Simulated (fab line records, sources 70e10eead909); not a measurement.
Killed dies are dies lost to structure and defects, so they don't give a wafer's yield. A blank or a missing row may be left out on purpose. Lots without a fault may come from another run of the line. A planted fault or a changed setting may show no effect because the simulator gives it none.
Which tool did it? | flow nand_harc | 24 lots, 72 wafers sampled, at 4 steps of a route of 1159

WHAT THE GAUGES READ, wafer by wafer
NHARC_P_BONDPAD_CD_MEAS_13.
lot  | measured     | on        | cd_nm (nm)
L074 | day 6 10:01  | cd_sem-02 | 504.5 497.8 497.5
L075 | day 6 14:13  | cd_sem-03 | 501.9 501.8 503.0
L076 | day 7 05:41  | cd_sem-02 | 501.7 499.9 496.6
L077 | day 7 02:49  | cd_sem-03 | 498.0 496.8 503.3
L078 | day 7 06:49  | cd_sem-03 | 503.0 502.7 497.8
L079 | day 7 20:25  | cd_sem-02 | 499.9 499.3 507.0
L081 | day 8 01:11  | cd_sem-01 | 500.1 495.9 499.9
L080 | day 8 00:27  | cd_sem-03 | 505.8 504.7 497.6
L082 | day 8 14:17  | cd_sem-02 | 505.2 504.5 505.0
L083 | day 8 21:41  | cd_sem-03 | 499.7 496.9 499.7
L084 | day 8 19:13  | cd_sem-01 | 498.1 497.4 501.3
L085 | day 9 00:18  | cd_sem-03 | 500.9 503.1 500.2
L086 | day 9 16:00  | cd_sem-01 | 502.3 500.9 503.0
L087 | day 9 16:58  | cd_sem-03 | 501.9 501.4 498.7
L089 | day 10 05:01 | cd_sem-03 | 506.1 502.7 500.4
L088 | day 10 04:22 | cd_sem-02 | 500.7 497.2 504.1
L090 | day 10 09:05 | cd_sem-02 | 503.8 499.5 497.6
L091 | day 10 15:03 | cd_sem-01 | 499.6 500.8 500.5
L092 | day 10 15:49 | cd_sem-03 | 501.9 498.3 503.8
L094 | day 11 13:49 | cd_sem-03 | 500.0 500.5 499.7
L093 | day 11 14:46 | cd_sem-02 | 498.2 497.4 494.2
L095 | day 11 17:50 | cd_sem-03 | 500.1 502.7 500.9
L096 | day 11 17:32 | cd_sem-02 | 498.8 497.4 504.0
L097 | day 12 07:04 | cd_sem-03 | 497.1 500.4 500.0

WHICH TOOL RAN EACH LOT (tool, then ch and the chambers of the sampled wafers, then the start)
lot  | NHARC_P_GATE_ALD_36               | NHARC_P_GATE_STRIP_76                | NHARC_P_M0_DESCUM_14
L074 | ald_sin-04 ch 0,1,2, day 4 22:06  | plasma_asher-02 ch 0,1, day 5 10:07  | rie_diel-12 ch 0,1,3, day 5 20:19
L075 | ald_sin-02 ch 0,2,3, day 4 23:19  | plasma_asher-02 ch 0,1, day 5 10:50  | rie_diel-12 ch 0,1,3, day 6 01:07
L076 | ald_sin-02 ch 1,2, day 5 11:25    | plasma_asher-01 ch 1, day 6 06:55    | rie_diel-01 ch 0,2,3, day 6 16:46
L077 | ald_sin-04 ch 0,2,3, day 5 12:20  | plasma_asher-01 ch 0,1, day 5 23:28  | rie_diel-09 ch 0,1, day 6 13:56
L078 | ald_sin-03 ch 0,2,3, day 5 17:56  | plasma_asher-02 ch 0,1, day 6 07:06  | rie_diel-09 ch 1,2,3, day 6 17:35
L079 | ald_sin-04 ch 1,3, day 6 06:35    | plasma_asher-02 ch 0,1, day 6 20:26  | rie_diel-09 ch 0,2, day 7 06:50
L081 | ald_sin-03 ch 1,3, day 6 11:06    | plasma_asher-02 ch 0,1, day 7 01:23  | rie_diel-12 ch 0,3, day 7 11:25
L080 | ald_sin-02 ch 0,3, day 6 12:09    | plasma_asher-01 ch 0,1, day 7 01:08  | rie_diel-09 ch 0,1,3, day 7 11:16
L082 | ald_sin-04 ch 1,2,3, day 6 17:47  | plasma_asher-02 ch 0,1, day 7 07:40  | rie_diel-01 ch 1,2,3, day 8 00:36
L083 | ald_sin-03 ch 0,1, day 7 06:38    | plasma_asher-01 ch 0,1, day 7 21:46  | rie_diel-09 ch 0,2,3, day 8 08:28
L084 | ald_sin-02 ch 0,1,3, day 7 08:17  | plasma_asher-02 ch 0,1, day 7 19:23  | rie_diel-12 ch 1,3, day 8 05:56
L085 | ald_sin-04 ch 0,1,2, day 7 11:37  | plasma_asher-02 ch 0,1, day 8 01:04  | rie_diel-12 ch 0,2,3, day 8 11:07
L086 | ald_sin-02 ch 0,1,3, day 8 00:14  | plasma_asher-02 ch 0,1, day 8 12:59  | rie_diel-01 ch 0,2,3, day 9 02:58
L087 | ald_sin-03 ch 0,1,3, day 8 01:33  | plasma_asher-01 ch 0,1, day 8 13:39  | rie_diel-12 ch 0,1,3, day 9 03:31
L089 | ald_sin-02 ch 0,2, day 8 09:42    | plasma_asher-01 ch 0,1, day 8 23:07  | rie_diel-09 ch 1,2,3, day 9 15:25
L088 | ald_sin-04 ch 1,2,3, day 8 10:32  | plasma_asher-01 ch 0,1, day 8 22:46  | rie_diel-09 ch 0,1,3, day 9 14:55
L090 | ald_sin-03 ch 1,2,3, day 8 19:55  | plasma_asher-02 ch 0,1, day 9 09:02  | rie_diel-01 ch 0,1,3, day 9 19:21
L091 | ald_sin-04 ch 1,2, day 9 01:41    | plasma_asher-01 ch 0,1, day 9 14:35  | rie_diel-12 ch 0,1,2, day 10 02:03
L092 | ald_sin-02 ch 1,2, day 9 01:49    | plasma_asher-02 ch 0,1, day 9 14:53  | rie_diel-12 ch 0,1, day 10 02:41
L094 | ald_sin-03 ch 1,2,3, day 9 21:55  | plasma_asher-02 ch 0, day 10 08:59   | rie_diel-09 ch 0,1, day 11 00:17
L093 | ald_sin-04 ch 1,2,3, day 9 22:21  | plasma_asher-01 ch 1, day 10 09:18   | rie_diel-12 ch 0,2, day 11 00:28
L095 | ald_sin-03 ch 1,2,3, day 10 07:33 | plasma_asher-01 ch 0,1, day 10 18:41 | rie_diel-12 ch 1,2,3, day 11 04:38
L096 | ald_sin-02 ch 1,2,3, day 10 08:30 | plasma_asher-01 ch 0,1, day 10 18:21 | rie_diel-09 ch 0,1,3, day 11 04:24
L097 | ald_sin-04 ch 1,3, day 10 18:02   | plasma_asher-02 ch 0,1, day 11 06:06 | rie_diel-01 ch 0,1,3, day 11 17:46
- NHARC_P_GATE_ALD_36: deposits SiNx, target thk 20 nm, pulse time 60 s, ald cycles 223.
- NHARC_P_GATE_STRIP_76: strips in O2.
- NHARC_P_M0_DESCUM_14: chemistry O2, time 3 s.

WHAT THE TOOLS THEMSELVES READ (means of the sampled wafers that have a number; where no wafer has one, the mark that the record gives instead)
NHARC_P_GATE_ALD_36.
lot  | tool       | heater_power_w (W) | precursor_pulse_height_rel
L074 | ald_sin-04 | 855                | 1.004
L075 | ald_sin-02 | 788                | 0.969
L076 | ald_sin-02 | 835                | 1.011
L077 | ald_sin-04 | 783                | 1.003
L078 | ald_sin-03 | 837                | 1.023
L079 | ald_sin-04 | 910                | 0.997
L081 | ald_sin-03 | 927                | 0.993
L080 | ald_sin-02 | 759                | 0.998
L082 | ald_sin-04 | 827                | 1.006
L083 | ald_sin-03 | 978                | 1.009
L084 | ald_sin-02 | 778                | 1.001
L085 | ald_sin-04 | 856                | 1.016
L086 | ald_sin-02 | 783                | 0.994
L087 | ald_sin-03 | 894                | 1.030
L089 | ald_sin-02 | 789                | 0.998
L088 | ald_sin-04 | 848                | 0.994
L090 | ald_sin-03 | 887                | 1.000
L091 | ald_sin-04 | 794                | 0.982
L092 | ald_sin-02 | 807                | 1.022
L094 | ald_sin-03 | 906                | 1.013
L093 | ald_sin-04 | 806                | 1.015
L095 | ald_sin-03 | 888                | 0.989
L096 | ald_sin-02 | 807                | 0.993
L097 | ald_sin-04 | 847                | 1.012

NHARC_P_GATE_STRIP_76.
lot  | tool            | drypump_motor_current_A (A) | heater_power_w (W)
L074 | plasma_asher-02 | 5.5                         | 357
L075 | plasma_asher-02 | 5.3                         | 327
L076 | plasma_asher-01 | 6.2                         | 350
L077 | plasma_asher-01 | 5.8                         | 328
L078 | plasma_asher-02 | 5.3                         | 320
L079 | plasma_asher-02 | 5.3                         | 321
L081 | plasma_asher-02 | 5.5                         | 366
L080 | plasma_asher-01 | 5.8                         | 331
L082 | plasma_asher-02 | 5.5                         | 359
L083 | plasma_asher-01 | 5.8                         | 329
L084 | plasma_asher-02 | 5.5                         | 363
L085 | plasma_asher-02 | 5.3                         | 324
L086 | plasma_asher-02 | 5.5                         | 360
L087 | plasma_asher-01 | 5.8                         | 330
L089 | plasma_asher-01 | 6.0                         | 331
L088 | plasma_asher-01 | 5.8                         | 330
L090 | plasma_asher-02 | 5.3                         | 319
L091 | plasma_asher-01 | 6.0                         | 337
L092 | plasma_asher-02 | 5.3                         | 320
L094 | plasma_asher-02 | 5.7                         | 390
L093 | plasma_asher-01 | 6.2                         | 341
L095 | plasma_asher-01 | 6.0                         | 336
L096 | plasma_asher-01 | 6.0                         | 340
L097 | plasma_asher-02 | 5.3                         | 324

NHARC_P_M0_DESCUM_14.
lot  | tool        | drypump_motor_current_A (A) | oes_product_au (a.u.) | rf_vpp_V (V) | showerhead_plenum_p_Torr (Torr) | throttle_valve_pct (%)
L074 | rie_diel-12 | 5.57                        | 0.994                 | 57.8         | 1.88                            | 11.316
L075 | rie_diel-12 | 5.58                        | 0.987                 | 56.8         | 1.88                            | 11.315
L076 | rie_diel-01 | 5.97                        | 0.987                 | 58.8         | 1.98                            | 11.312
L077 | rie_diel-09 | 5.77                        | 1.020                 | 57.4         | 1.99                            | 11.312
L078 | rie_diel-09 | 5.56                        | 0.994                 | 57.8         | 1.92                            | 11.313
L079 | rie_diel-09 | 5.78                        | 1.017                 | 58.2         | 1.99                            | 11.312
L081 | rie_diel-12 | 5.41                        | 0.990                 | 56.6         | 1.83                            | 11.300
L080 | rie_diel-09 | 5.58                        | 1.016                 | 58.6         | 1.99                            | 11.299
L082 | rie_diel-01 | 5.76                        | 0.991                 | 57.9         | 1.97                            | 11.314
L083 | rie_diel-09 | 5.61                        | 0.995                 | 58.3         | 1.99                            | 11.315
L084 | rie_diel-12 | 5.46                        | 0.989                 | 57.0         | 1.87                            | 11.309
L085 | rie_diel-12 | 5.53                        | 0.985                 | 58.1         | 1.86                            | 11.319
L086 | rie_diel-01 | 6.00                        | 0.985                 | 58.7         | 1.98                            | 11.305
L087 | rie_diel-12 | 5.56                        | 0.999                 | 58.4         | 1.88                            | 11.311
L089 | rie_diel-09 | 5.57                        | 0.994                 | 58.1         | 1.92                            | 11.313
L088 | rie_diel-09 | 5.57                        | 0.995                 | 58.2         | 1.99                            | 11.312
L090 | rie_diel-01 | 5.76                        | 1.002                 | 58.4         | 1.96                            | 11.311
L091 | rie_diel-12 | 5.69                        | 1.003                 | 58.3         | 1.90                            | 11.308
L092 | rie_diel-12 | 5.83                        | 1.013                 | 57.5         | 1.93                            | 11.318
L094 | rie_diel-09 | 5.75                        | 1.025                 | 58.5         | 1.99                            | 11.311
L093 | rie_diel-12 | 5.65                        | 0.996                 | 57.6         | 1.88                            | 11.315
L095 | rie_diel-12 | 5.43                        | 0.989                 | 57.1         | 1.85                            | 11.314
L096 | rie_diel-09 | 5.60                        | 1.013                 | 58.4         | 1.99                            | 11.311
L097 | rie_diel-01 | 5.78                        | 0.989                 | 58.6         | 1.95                            | 11.302

THE ANSWER, worked out from the rows above alone
Rule: what is usual is taken from the lots themselves. Put in order of their means at a reading, lots are off if they are a third of the lots or fewer, leave a main group of 4 or more, and stand apart from it by a gap of 3 or more times the standard deviation of the main group's means; of several such gaps the widest counts. A main group whose means are all the same, to the digits that the tables above print for the reading, isn't used. A lot without any number at a reading at which 4 lots or more have one is off too. The other lots that the step has rows for count as sound. The gauges are gone through in route order, then the tools' own readings, and for those a lot's mean is taken as printed above. The first step at which some lot is off is used, and at that step the reading that is off furthest; a lot without a number counts as furthest.
No lot is off at any reading shown: from this, nothing can be told.

WHAT THE SIMULATOR HAD PUT IN
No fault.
